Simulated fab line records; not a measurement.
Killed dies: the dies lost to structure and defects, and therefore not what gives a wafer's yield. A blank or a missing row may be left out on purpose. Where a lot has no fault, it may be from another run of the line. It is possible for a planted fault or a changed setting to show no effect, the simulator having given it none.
Matching of chambers -- flow n5-finfet -- 4 sister chambers for N5_DUMMY_GATE_STRIP_40 on rie-diel-03
The step strips in CF4. 4 wafers are shown with their chamber, then 8 later ones without.

== WAFERS WITH THEIR CHAMBER ==
wafer,chamber,drypump-motor-current-A (A)
L083.2,2,6.6
L085.2,3,5.4
L085.5,0,5.6
L088.3,1,4.9

== WAFERS WITH NO CHAMBER GIVEN ==
wafer,drypump-motor-current-A (A)
L088.5,6.6
L088.6,4.9
L092.1,4.9
L092.3,5.5
L092.6,4.9
L097.1,5.7
L097.3,4.9
L097.5,6.6

== THE CHAMBER EACH PASSED THROUGH ==
wafer,from the rows above,in truth
L088.5,2,2
L088.6,1,1
L092.1,1,1
L092.3,can't be placed: 0 or 3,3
L092.6,1,1
L097.1,0,0
L097.3,1,1
L097.5,2,2
Correct placement for 7 of the 8. From these rows, 1 cannot be placed; in 1 the true chamber is one of the candidates. Wrongly placed: 0.
How it was worked out, from the rows above alone: a wafer's distance from a chamber is the root of the sum, over the readings, of the square of ((its reading less the chamber's mean) divided by the reading's scatter). If the next closest chamber is less than 2 further off than the closest, the wafer can't be placed; otherwise it belongs to the closest. Each chamber's mean is taken over the wafers shown for it. The scatter: with one shown wafer a chamber, the root of the mean of the squares of how far each hidden wafer lies from its nearest shown one.
